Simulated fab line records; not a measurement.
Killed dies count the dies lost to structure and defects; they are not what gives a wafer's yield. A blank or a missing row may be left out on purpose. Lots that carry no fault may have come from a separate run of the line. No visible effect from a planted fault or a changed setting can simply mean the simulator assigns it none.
Chamber matching :: flow nand harc :: NHARC_P_ZERO_WELL_DESCUM_39 on rie diel-09 has 4 sister chambers
The step chemistry O2, time 3 s. 4 wafers are shown with their chamber, then 12 later ones without.

WAFERS WITH THEIR CHAMBER
wafer: L083.2
chamber: 1
drypump motor current A (A): 5.5

wafer: L083.6
chamber: 2
drypump motor current A (A): 5.7

wafer: L085.5
chamber: 0
drypump motor current A (A): 5.2

wafer: L085.6
chamber: 3
drypump motor current A (A): 6.5

WAFERS WITH NO CHAMBER GIVEN
wafer: L087.2
drypump motor current A (A): 5.8

wafer: L087.3
drypump motor current A (A): 5.2

wafer: L087.4
drypump motor current A (A): 6.5

wafer: L088.3
drypump motor current A (A): 5.5

wafer: L088.4
drypump motor current A (A): 6.5

wafer: L088.6
drypump motor current A (A): 5.7

wafer: L093.1
drypump motor current A (A): 5.5

wafer: L093.5
drypump motor current A (A): 5.2

wafer: L093.6
drypump motor current A (A): 5.5

wafer: L096.1
drypump motor current A (A): 6.5

wafer: L096.5
drypump motor current A (A): 5.7

wafer: L096.6
drypump motor current A (A): 6.5

THE CHAMBER EACH PASSED THROUGH
wafer: L087.2
from the rows above: 2
in truth: 2

wafer: L087.3
from the rows above: 0
in truth: 0

wafer: L087.4
from the rows above: 3
in truth: 3

wafer: L088.3
from the rows above: 1
in truth: 1

wafer: L088.4
from the rows above: 3
in truth: 3

wafer: L088.6
from the rows above: 2
in truth: 2

wafer: L093.1
from the rows above: 1
in truth: 1

wafer: L093.5
from the rows above: 0
in truth: 0

wafer: L093.6
from the rows above: 1
in truth: 1

wafer: L096.1
from the rows above: 3
in truth: 3

wafer: L096.5
from the rows above: 2
in truth: 2

wafer: L096.6
from the rows above: 3
in truth: 3
Placed correctly: 12 of 12. Number that these rows cannot place: 0. 0 placed wrongly.
How it was worked out, from the rows above alone: a wafer's distance from a chamber is the root of the sum, over the readings, of the square of ((its reading less the chamber's mean) divided by the reading's scatter). The wafer belongs to the nearest chamber; if the next one is less than 2 further off, it can't be placed. Each chamber's mean is taken over the wafers shown for it. The scatter: root of mean squared gap, hidden wafer to nearest shown wafer, with one shown wafer a chamber.
